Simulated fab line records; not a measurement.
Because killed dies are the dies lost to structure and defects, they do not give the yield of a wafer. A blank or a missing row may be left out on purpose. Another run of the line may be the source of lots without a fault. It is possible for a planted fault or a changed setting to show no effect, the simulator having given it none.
fab line records -- flow nand_harc
record: lots: 5, wafers: 15, last_day: 32
route steps=1302 shown P_GATE@126 END@1302
lots that met no fault: taken from a fault-free run of the same line
start_h: hours from the record's opening day to when the first of the lot's shown wafers began -- wait_h: hours elapsed since this lot's preceding step -- " unchanged from the row above -- L1.1+2: one row covering several wafers at once -- - no value present, or no start provided -- * or withheld: withheld -- < > ~ a bound
route shown NAME@n: names a module that has steps shown in the file, with the first one's number in the route -- usual: average and standard deviation across the fault-free wafers -- same: alike in all rows -- chamber/n: place in a boat -- sites: readings site by site -- _std_site: the values' standard deviation -- _edge_site: outer sites' mean less inner sites' -- radius_mm: how far each site lies from the wafer's centre -- mask NAME#n: copy n -- behind: the last tool/chamber to shape the wafer -- hold: cause of the lot's hold/its duration in hours/its outcome -- device: the transistor (n, p or np) that didn't switch -- end of line: the same wafers' tests at the end of the route -- a step with no rows: only its recipe -- killed: the dies lost at the first sort to structure and to defects; this is not the yield of the wafer -- map: shows each die of a wafer: x if killed, . if not, _ if none is there
set.NAME: the setting that was run; set.NAME@STEP: the one run at that earlier step -- model.NAME: the simulator's own value behind a step, which no gauge read
certain route steps with their lots: each step a table, each wafer a row
services: when a tool's chamber went out of use (start_h, in hours from the record's first day, below 0 if earlier), for how many hours, and the reason
== steps ==
step: NHARC_P_GATE_STRIP_15
recipe: time_s: 780, temp_c: 130, chemistry: SPM
step: NHARC_P_GATE_PRECLEAN_71
recipe: time_s: *, temp_c: 50, bath_age_min: 0, chemistry: SC1
step: NHARC_P_GATE_SRD_72
step: NHARC_P_GATE_OXIDE_16
recipe: target_thk_a: 30, temp_c: 875, ox_time_s: 392, material: SiO2
step: NHARC_P_GATE_CVD_17
recipe: target_thk_a: 1500, temp_c: 620, time_s: 900, material: poly-Si
step: NHARC_P_GATE_HM_DEP_102
recipe: target_thk_a: 1200, temp_c: 400, material: aC
step: NHARC_P_GATE_DEP_103
recipe: target_thk_a: 300, target_thk_nm: 30, temp_c: 400, flow_sccm: 200, rf_w: 350, material: SiON
usual: heater_power_w: 775/58
lot.wafer,tool,chamber,start_h,wait_h,heater_power_w
L569.1,pecvd-04,2,177.48,0.6,784
L569.3,pecvd-04,1,177.48,0.6,655
L569.4,pecvd-04,2,177.48,0.6,777
L572.1,pecvd-03,0,210.47,0.6,726
L572.6,pecvd-03,2,210.47,0.6,805
L572.4,pecvd-03,1,210.47,0.6,744
L581.1,pecvd-04,1,300.36,0.6,757
L581.3,pecvd-04,0,300.36,0.6,782
L581.5,pecvd-04,1,300.36,0.6,743
L582.2,pecvd-02,0,300.95,0.4,721
L582.1,pecvd-02,2,300.95,0.4,800
L582.6,pecvd-02,0,300.95,0.4,713
L583.2,pecvd-04,0,312.01,0.5,783
L583.3,pecvd-04,1,312.01,0.5,616
L583.6,pecvd-04,1,312.01,0.5,607
step: NHARC_P_GATE_DEHYDRATE_18
recipe: temp_c: 150, time_s: 120
step: NHARC_P_GATE_HMDS_19
recipe: time_s: 30
step: NHARC_P_GATE_COAT_20
recipe: spin_rpm: 1500, resist_thk_nm: 90
step: NHARC_P_GATE_SOFTBAKE_21
recipe: temp_c: 105, time_s: 55
step: NHARC_P_GATE_EBR_22
step: NHARC_P_GATE_EXPOSE_23
recipe: na: 1.35, target_cd_nm: 120, dose_mj: 93.91, mask_id: P_GATE
lot.wafer,tool,chamber,start_h,wait_h,mask
L569.1+3+4,arfi_scanner-01,0,177.89,-,P_GATE#0
L572.1+4+6,arfi_scanner-03,0,210.85,-,P_GATE_R1#0
L581.1+3+5,arfi_scanner-03,0,300.94,-,P_GATE#0
L582.1+2+6,arfi_scanner-02,0,301.57,-,P_GATE#0
L583.2+3+6,arfi_scanner-01,0,312.59,-,P_GATE#0
step: NHARC_P_GATE_PEB_24
recipe: peb_temp_c: 100, peb_time_s: 65
step: NHARC_P_GATE_DEVELOP_25
recipe: develop_time_s: 35, dev_temp_c: 23
step: NHARC_P_GATE_CD_MEAS_26
recipe: target_cd_nm: 120, landing_energy_ev: 500
usual: cd_nm: 120.1/0.56
lot.wafer,tool,chamber,start_h,wait_h,cd_nm
L569.1,cd_sem-02,0,178.03,-,120.2
L569.3,cd_sem-02,0,178.03,-,119.5
L569.4,cd_sem-02,0,178.03,-,119.9
L572.1,cd_sem-03,0,210.99,-,108.1
L572.4,cd_sem-03,0,210.99,-,109.1
L572.6,cd_sem-03,0,210.99,-,108.6
L581.1,cd_sem-01,0,301.08,-,120.0
L581.3,cd_sem-01,0,301.08,-,119.8
L581.5,cd_sem-01,0,301.08,-,120.0
L582.1,cd_sem-01,0,301.71,-,120.5
L582.2,cd_sem-01,0,301.71,-,121.3
L582.6,cd_sem-01,0,301.71,-,120.5
L583.2,cd_sem-01,0,312.73,-,120.6
L583.3,cd_sem-01,0,312.73,-,119.4
L583.6,cd_sem-01,0,312.73,-,120.4
step: NHARC_P_GATE_OVL_MEAS_27
usual: overlay_x_nm: 0.0/1, overlay_y_nm: 0.0/0.73
lot.wafer,tool,chamber,start_h,wait_h,overlay_x_nm,overlay_y_nm
L569.1,overlay-02,-,178.12,-,1.0,-0.1
L569.3,overlay-02,-,178.12,-,1.2,0.1
L569.4,overlay-02,-,178.12,-,0.4,0.1
L572.1,overlay-01,-,211.08,-,-1.1,1.0
L572.4,overlay-01,-,211.08,-,-1.3,0.3
L572.6,overlay-01,-,211.08,-,-1.3,1.1
L581.1,overlay-01,-,301.16,-,0.3,-0.4
L581.3,overlay-01,-,301.16,-,0.2,-0.2
L581.5,overlay-01,-,301.16,-,-0.2,-0.1
L582.1,overlay-01,-,301.80,-,-2.5,-1.1
L582.2,overlay-01,-,301.80,-,-2.3,-1.2
L582.6,overlay-01,-,301.80,-,-2.6,-1.0
L583.2,overlay-02,-,312.81,-,1.1,-0.8
L583.3,overlay-02,-,312.81,-,0.9,-0.8
L583.6,overlay-02,-,312.81,-,0.9,-0.9
step: NHARC_P_GATE_INSPECT_28
usual: raw_defect_count: 5.7/2.8
lot.wafer,tool,chamber,start_h,wait_h,raw_defect_count
L569.1,defect_inspect-01,-,178.16,0.0,7
L569.3,defect_inspect-01,-,178.16,0.0,6
L569.4,defect_inspect-01,-,178.16,0.0,9
L572.1,defect_inspect-01,-,211.12,0.0,6
L572.4,defect_inspect-01,-,211.12,0.0,6
L572.6,defect_inspect-01,-,211.12,0.0,12
L581.1,defect_inspect-02,-,301.20,0.0,5
L581.3,defect_inspect-02,-,301.20,0.0,11
L581.5,defect_inspect-02,-,301.20,0.0,10
L582.1,defect_inspect-01,-,301.84,0.0,5
L582.2,defect_inspect-01,-,301.84,0.0,6
L582.6,defect_inspect-01,-,301.84,0.0,3
L583.2,defect_inspect-02,-,312.85,0.0,7
L583.3,defect_inspect-02,-,312.85,0.0,5
L583.6,defect_inspect-02,-,312.85,0.0,10
step: NHARC_P_GATE_DESCUM_31
recipe: time_s: 3, o2_flow_sccm: 200, ar_flow_sccm: 0, bias_power_w: 0, chemistry: O2
usual: drypump_motor_current_A: 5.7/0.54, oes_product_au: 0.997/0.009, rf_vpp_V: 58.0/0.94, showerhead_plenum_p_Torr: 1.94/0.085, throttle_valve_pct: 11.311/0.0084
lot.wafer,tool,chamber,start_h,wait_h,drypump_motor_current_A,oes_product_au,rf_hours_counter_h,rf_vpp_V,showerhead_plenum_p_Torr,throttle_valve_pct,model.P_GATE.cd_nm
L569.4,rie_diel-10,0,178.22,0.1,6.4,0.991,5,57.3,1.99,11.316,120.3
L569.1,rie_diel-10,2,178.22,0.1,5.8,1.020,3,57.9,1.96,11.310,120.1
L569.3,rie_diel-10,3,178.22,0.1,5.5,0.994,4,58.5,2.03,11.310,120.1
L572.1,rie_diel-06,1,211.18,0.1,6.3,0.986,4,56.1,1.97,11.323,107.9
L572.4,rie_diel-06,3,211.18,0.1,5.9,1.007,4,56.4,1.85,11.305,109.9
L572.6,rie_diel-06,1,211.18,0.1,6.2,0.990,-,58.7,1.97,11.320,108.7
L581.1,rie_diel-10,0,301.26,0.1,6.4,1.004,3,59.5,1.99,11.309,121.1
L581.3,rie_diel-10,3,301.26,0.1,5.5,1.001,3,57.8,2.03,11.301,120.6
L581.5,rie_diel-10,0,301.26,0.1,6.4,1.007,-,58.8,1.99,11.312,121
L582.1,rie_diel-06,1,301.91,0.1,6.3,0.997,11,58.8,1.97,11.307,120.4
L582.2,rie_diel-06,3,301.91,0.1,5.9,0.994,11,58.1,1.85,11.319,121.4
L582.6,rie_diel-06,1,301.91,0.1,6.3,1.003,-,58.0,1.97,11.311,120.4
L583.2,rie_diel-10,0,312.93,0.1,6.4,0.995,4,58.3,1.99,11.331,121.4
L583.3,rie_diel-10,1,312.93,0.1,5.8,0.991,4,57.0,1.82,11.297,118.8
L583.6,rie_diel-10,3,312.93,0.1,5.5,0.981,-,57.7,2.03,11.307,121.4
step: NHARC_P_GATE_ETCH_104
recipe: target_depth_a: 600, time_s: withheld, cf4_flow_sccm: 100, chf3_flow_sccm: 30, ar_flow_sccm: 0, rf_w: 500, bias_w: 200, chemistry: CF4/CHF3
usual: drypump_motor_current_A: 5.7/0.54, oes_product_au: 0.954/0.021, rf_vpp_V: 371.4/2.3, showerhead_plenum_p_Torr: 1.60/0.065, throttle_valve_pct: 16.803/0.0088
lot.wafer,tool,chamber,start_h,wait_h,drypump_motor_current_A,oes_product_au,rf_vpp_V,showerhead_plenum_p_Torr,throttle_valve_pct
L569.4,rie_diel-10,0,178.30,0.1,6.3,0.943,372.3,1.64,16.807
L569.1,rie_diel-10,2,178.30,0.1,5.7,0.982,373.3,1.61,16.800
L569.3,rie_diel-10,3,178.30,0.1,5.5,0.963,373.7,1.67,16.801
L572.1,rie_diel-06,2,211.26,0.1,6.1,0.968,366.8,1.49,16.798
L572.4,rie_diel-06,3,211.26,0.1,5.9,0.982,370.0,1.52,16.799
L572.6,rie_diel-06,1,211.26,0.1,6.3,0.951,371.9,1.62,16.801
L581.3,rie_diel-10,3,301.35,0.1,5.5,0.921,374.5,1.66,16.801
L581.1,rie_diel-10,2,301.35,0.1,5.8,0.923,370.4,1.61,16.793
L581.5,rie_diel-10,0,301.35,0.1,6.4,0.924,372.5,1.63,16.812
L582.2,rie_diel-06,3,301.98,0.1,5.9,0.974,368.0,1.52,16.795
L582.1,rie_diel-06,0,301.98,0.1,5.3,0.946,369.9,1.54,16.800
L582.6,rie_diel-06,3,301.98,0.1,5.9,0.980,367.3,1.52,16.806
L583.2,rie_diel-10,0,313.00,0.1,6.4,0.974,373.1,1.63,16.806
L583.3,rie_diel-10,2,313.00,0.1,5.7,0.960,371.9,1.61,16.794
L583.6,rie_diel-10,1,313.00,0.1,5.8,0.985,367.9,1.50,16.818
step: NHARC_P_GATE_HM_OPEN_105
recipe: target_depth_a: 3600, o2_flow_sccm: 400, cos_flow_sccm: 20, ar_flow_sccm: 0, rf_w: 500, bias_w: 300, chemistry: O2/COS
usual: drypump_motor_current_A: 5.7/0.53, oes_product_au: 0.999/0.0094, rf_vpp_V: 468.1/2.9, showerhead_plenum_p_Torr: 3.16/0.13, throttle_valve_pct: 28.330/0.0099
lot.wafer,tool,chamber,start_h,wait_h,drypump_motor_current_A,oes_product_au,rf_hours_counter_h,rf_vpp_V,showerhead_plenum_p_Torr,throttle_valve_pct
L569.1,rie_diel-10,2,-,-,5.7,1.015,3,468.6,3.19,28.330
L569.4,rie_diel-10,3,-,-,5.5,0.998,4,473.3,3.30,28.332
L569.3,rie_diel-10,0,-,-,6.4,0.986,5,470.8,3.25,28.328
L572.4,rie_diel-06,0,-,-,5.3,1.001,4,465.7,3.07,28.344
L572.1,rie_diel-06,2,-,-,6.1,1.007,5,464.2,2.95,28.319
L572.6,rie_diel-06,1,-,-,6.3,0.991,-,469.2,3.22,28.328
L581.3,rie_diel-10,0,-,-,6.4,0.988,3,471.8,3.24,28.319
L581.1,rie_diel-10,1,-,-,5.8,0.998,3,463.6,2.98,28.319
L581.5,rie_diel-10,0,-,-,6.4,0.998,-,470.5,3.24,28.343
L582.1,rie_diel-06,3,-,-,5.9,0.990,11,463.8,3.02,28.331
L582.2,rie_diel-06,1,-,-,6.3,0.996,11,468.2,3.21,28.337
L582.6,rie_diel-06,3,-,-,5.9,0.994,-,465.0,3.02,28.341
L583.3,rie_diel-10,2,-,-,5.8,0.995,3,467.9,3.19,28.316
L583.2,rie_diel-10,3,-,-,5.5,0.988,4,470.9,3.30,28.328
L583.6,rie_diel-10,2,-,-,5.7,1.005,-,468.3,3.19,28.317
step: NHARC_P_GATE_STRIP_106
recipe: o2_flow_sccm: 400, cos_flow_sccm: 20, ar_flow_sccm: 0, bias_w: 0, chemistry: O2/COS
step: NHARC_P_GATE_ETCH_114
recipe: target_depth_a: 300, overetch_a: 30, time_s: 16.5, ion_energy_ev: 100, cf4_flow_sccm: 80, o2_flow_sccm: 20, ar_flow_sccm: 0, rf_w: 300, bias_w: 100, chemistry: CF4/O2
usual: drypump_motor_current_A: 5.7/0.53, oes_product_au: 1.000/0.0099, rf_vpp_V: 198.1/1.4, showerhead_plenum_p_Torr: 1.35/0.058, throttle_valve_pct: 13.397/0.0082
lot.wafer,tool,chamber,start_h,wait_h,drypump_motor_current_A,oes_product_au,rf_hours_counter_h,rf_vpp_V,showerhead_plenum_p_Torr,throttle_valve_pct
L569.1,rie_diel-10,0,-,-,6.4,0.990,5,199.3,1.39,13.394
L569.3,rie_diel-10,1,-,-,5.8,0.998,4,197.4,1.27,13.403
L569.4,rie_diel-10,3,-,-,5.5,1.001,4,199.2,1.42,13.396
L572.1,rie_diel-06,3,-,-,5.9,0.999,4,196.8,1.29,13.398
L572.4,rie_diel-06,0,-,-,5.3,1.006,4,196.1,1.31,13.407
L572.6,rie_diel-06,2,-,-,6.1,1.008,-,196.8,1.26,13.399
L581.3,rie_diel-10,1,-,-,5.8,1.011,3,195.7,1.27,13.398
L581.1,rie_diel-10,2,-,-,5.7,0.997,3,198.8,1.36,13.405
L581.5,rie_diel-10,1,-,-,5.8,0.999,-,195.4,1.27,13.391
L582.1,rie_diel-06,2,-,-,6.1,1.011,11,196.4,1.26,13.399
L582.2,rie_diel-06,0,-,-,5.3,0.982,11,196.4,1.31,13.399
L582.6,rie_diel-06,2,-,-,6.1,1.012,-,194.9,1.26,13.410
L583.2,rie_diel-10,1,-,-,5.9,1.007,4,197.1,1.27,13.383
L583.3,rie_diel-10,2,-,-,5.7,0.992,3,198.7,1.36,13.388
L583.6,rie_diel-10,1,-,-,5.8,1.005,-,196.9,1.27,13.411
step: NHARC_P_GATE_ETCH_32
recipe: target_depth_a: 1500, over_etch_frac: 1, over_etch_ion_energy_ev: 40, time_s: 100.1, hbr_flow_sccm: 150, cl2_flow_sccm: 50, rf_w: 400, icp_w: 400, bias_w: 100, chemistry: HBr/Cl2
usual: drypump_motor_current_A: 5.9/0.44, oes_product_au: 1.001/0.0094, throttle_valve_pct: 26.406/0.0087
lot.wafer,tool,chamber,start_h,wait_h,drypump_motor_current_A,oes_product_au,rf_hours_counter_h,throttle_valve_pct,model.P_GATE.cd_nm
L569.3,rie_si-02,0,178.68,-,5.6,1.012,0.45,26.419,121.2
L569.1,rie_si-02,1,178.68,-,5.4,0.999,0.46,26.394,122.5
L569.4,rie_si-02,2,178.68,-,6.3,1.007,0.50,26.391,119
L572.4,rie_si-05,1,211.64,-,5.2,0.992,0.40,26.405,115
L572.1,rie_si-05,0,211.64,-,6.3,0.986,0.40,26.412,112
L572.6,rie_si-05,1,211.64,-,5.3,0.989,-,26.398,110.3
L581.1,rie_si-02,2,301.72,-,6.3,1.004,0.15,26.421,120.1
L581.3,rie_si-02,0,301.72,-,5.6,1.013,0.15,26.401,119
L581.5,rie_si-02,2,301.72,-,6.3,1.004,-,26.396,117.5
L582.1,rie_si-05,1,302.37,-,5.3,1.004,1.00,26.417,121.8
L582.2,rie_si-05,2,302.37,-,6.0,1.025,1.10,26.395,122.4
L582.6,rie_si-05,0,302.37,-,6.3,1.006,-,26.395,124.9
L583.2,rie_si-02,0,313.39,-,5.6,1.006,0.23,26.410,122.1
L583.3,rie_si-02,1,313.39,-,5.4,0.990,0.23,26.410,118.2
L583.6,rie_si-02,1,313.39,-,5.3,1.000,-,26.425,120.2
step: NHARC_P_GATE_STRIP_108
recipe: o2_flow_sccm: 500, ar_flow_sccm: 0, bias_w: 0, chemistry: O2
usual: drypump_motor_current_A: 5.6/0.58, oes_product_au: 0.997/0.0083, rf_vpp_V: 58.0/0.92, showerhead_plenum_p_Torr: 3.60/0.14, throttle_valve_pct: 17.037/0.0081
lot.wafer,tool,chamber,start_h,wait_h,drypump_motor_current_A,oes_product_au,rf_hours_counter_h,rf_vpp_V,showerhead_plenum_p_Torr,throttle_valve_pct
L569.1,rie_diel-03,0,178.86,-,5.0,0.992,4,58.1,3.76,17.050
L569.3,rie_diel-03,1,178.86,-,6.3,0.987,4,58.4,3.53,17.031
L569.4,rie_diel-03,2,178.86,-,4.8,0.998,5,58.7,3.72,17.042
L572.1,rie_diel-03,1,211.81,-,6.3,0.985,6,58.1,3.53,17.042
L572.4,rie_diel-03,3,211.81,-,4.8,0.997,7,56.8,3.71,17.040
L572.6,rie_diel-03,1,211.81,-,6.3,0.994,-,58.4,3.53,17.036
L581.3,rie_diel-10,0,301.91,-,6.4,0.992,3,58.6,3.66,17.035
L581.1,rie_diel-10,1,301.91,-,5.9,1.002,3,57.7,3.37,17.050
L581.5,rie_diel-10,1,301.91,-,5.8,1.008,-,56.3,3.37,17.038
L582.2,rie_diel-06,0,302.53,-,5.3,0.989,11,57.2,3.47,17.029
L582.1,rie_diel-06,1,302.53,-,6.3,0.997,11,57.0,3.63,17.050
L582.6,rie_diel-06,3,302.53,-,5.9,0.997,-,55.8,3.41,17.043
L583.2,rie_diel-03,0,313.56,-,5.0,0.997,2,59.1,3.76,17.040
L583.3,rie_diel-03,1,313.56,-,6.3,0.998,2,59.3,3.52,17.041
L583.6,rie_diel-03,0,313.56,-,5.0,0.998,-,59.1,3.76,17.041
step: NHARC_END_SORT_01
recipe: temp_c: 25
usual: killed_at_array: 57/18, killed_at_other: 0.9/1.3, killed_at_periphery: 3.5/2.2, killed_dies: 62/18, killed_open: 3.0/1.7, killed_short: 2.3/1.5
same: gross_dies: 677
lot.wafer,tool,chamber,start_h,wait_h,killed_at_array,killed_at_other,killed_at_periphery,killed_dies,killed_open,killed_short
L569.1,prober-02,0,654.89,2.5,31,1,8,40,7,0
L569.3,prober-02,0,656.49,3.1,30,0,6,36,5,3
L569.4,prober-02,0,657.29,3.4,29,0,4,33,5,2
L572.1,prober-02,0,677.83,2.5,106,0,5,111,5,3
L572.4,prober-02,0,680.26,3.4,63,0,3,66,5,1
L572.6,prober-02,0,681.87,4.0,90,0,0,90,1,1
killed by level:class
L569.1 A_CHANNEL_HOLE_D2:chamber_film_flake=11 A_CHANNEL_HOLE_D1:chamber_film_flake=8 P_CONTACT:chamber_film_flake=3 P_CONTACT:geometric_particle:open=2 A_CHANNEL_FILL_D1:geometric_particle:open=2 P_GATE:chamber_film_flake=2 A_STAIRCASE:chamber_film_flake=2 A_SLIT:chamber_film_flake=2
L569.3 A_CHANNEL_HOLE_D2:chamber_film_flake=13 A_CHANNEL_HOLE_D1:chamber_film_flake=3 A_BONDPAD:chamber_film_flake=3 P_CONTACT:chamber_film_flake=2 A_SLIT:chamber_film_flake=2 A_STAIRCASE:chamber_film_flake=2 P_STI:geometric_particle:short=1 P_M0:geometric_particle:open=1
L569.4 A_CHANNEL_HOLE_D2:chamber_film_flake=10 A_CHANNEL_HOLE_D1:chamber_film_flake=5 A_SLIT:chamber_film_flake=3 A_SOURCE_PLATE:geometric_particle:short=2 P_STI:chamber_film_flake=2 A_STAIRCASE:chamber_film_flake=2 P_M0:geometric_particle:open=1 A_DECK1_JOINT:geometric_particle:open=1
L572.1 A_SLIT:chamber_film_flake=46 A_CHANNEL_HOLE_D1:chamber_film_flake=27 A_CHANNEL_HOLE_D2:chamber_film_flake=16 A_CONTACT:chamber_film_flake=4 A_STAIRCASE:chamber_film_flake=3 A_CHANNEL_FILL_D2:geometric_particle:short=2 A_WL_FILL:chamber_film_flake=2 P_GATE:geometric_particle:open=1
L572.4 A_CHANNEL_HOLE_D1:chamber_film_flake=20 A_SLIT:chamber_film_flake=17 A_CHANNEL_HOLE_D2:chamber_film_flake=14 A_CONTACT:chamber_film_flake=4 A_WL_FILL:chamber_film_flake=3 A_BLC:geometric_particle:open=2 P_GATE:geometric_particle:short=1 P_CONTACT:geometric_particle:open=1
L572.6 A_SLIT:chamber_film_flake=37 A_CHANNEL_HOLE_D1:chamber_film_flake=27 A_CHANNEL_HOLE_D2:chamber_film_flake=11 A_CONTACT:chamber_film_flake=5 A_STAIRCASE:chamber_film_flake=4 A_DECK1_JOINT:chamber_film_flake=3 A_CHANNEL_HOLE_D2:geometric_particle:short=1 A_CHANNEL_FILL_D2:geometric_particle:open=1
== services ==
tool,chamber,start_h,hours,kind
rie_diel-03,0,155.35,6.5,repair
pecvd-03,-,163.33,1.3,repair
rie_diel-10,3,165.15,3.4,repair
rie_diel-10,2,168.18,3.9,repair
pecvd-03,-,185.08,13.0,pm
arfi_scanner-03,-,196.00,4.0,pm
rie_diel-03,3,200.64,1.8,repair
arfi_scanner-01,-,206.48,0.3,repair
arfi_scanner-02,-,210.47,0.7,repair
pecvd-03,-,215.17,0.6,repair
pecvd-02,-,227.00,13.0,pm
arfi_scanner-01,-,230.54,1.7,repair
rie_diel-06,2,239.09,4.6,repair
rie_diel-10,-,242.59,9.0,pm
arfi_scanner-01,-,252.00,4.0,pm
rie_si-02,3,260.95,60.1,repair
rie_diel-06,0,261.23,5.7,repair
pecvd-04,-,269.06,13.0,pm
arfi_scanner-01,-,272.05,0.4,repair
rie_si-02,-,277.00,9.0,pm
rie_diel-03,-,281.30,9.0,pm
rie_si-05,-,305.00,9.0,pm
rie_diel-06,3,305.65,15.0,repair
rie_diel-06,-,307.30,9.0,pm
== key ==
first_sign: step: NHARC_P_GATE_EXPOSE_23, reading: mask, direction: changed
effect: step: NHARC_P_GATE_CD_MEAS_26, reading: cd_nm, direction: down, sigmas: 20, usual: 120.1, struck: 108.6
model_effect: step: NHARC_P_GATE_DESCUM_31, value: P_GATE.cd_nm, without: 120.5, struck: 108.9
model_effect: step: NHARC_P_GATE_ETCH_32, value: P_GATE.cd_nm, without: 124.1, struck: 112.4
met_at NHARC_P_GATE_EXPOSE_23
struck_wafers L572.1,L572.4,L572.6
tester_left_out L572
fault: kind: wrong_mask, tool: any, chamber: -, onset_h: 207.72, steps: NHARC_P_GATE_EXPOSE_23, aux_copy: P_GATE_R1#0, cd_offset_nm: -11.653, scope: struck_lots_only
tester_left_out: of these lots the tester's yield and bins aren't shown, on N5 and GAA mostly nor the transistor test; their killed dies are dies lost to structure and defects alone, not to doping, threshold or leakage, so they don't give the yield
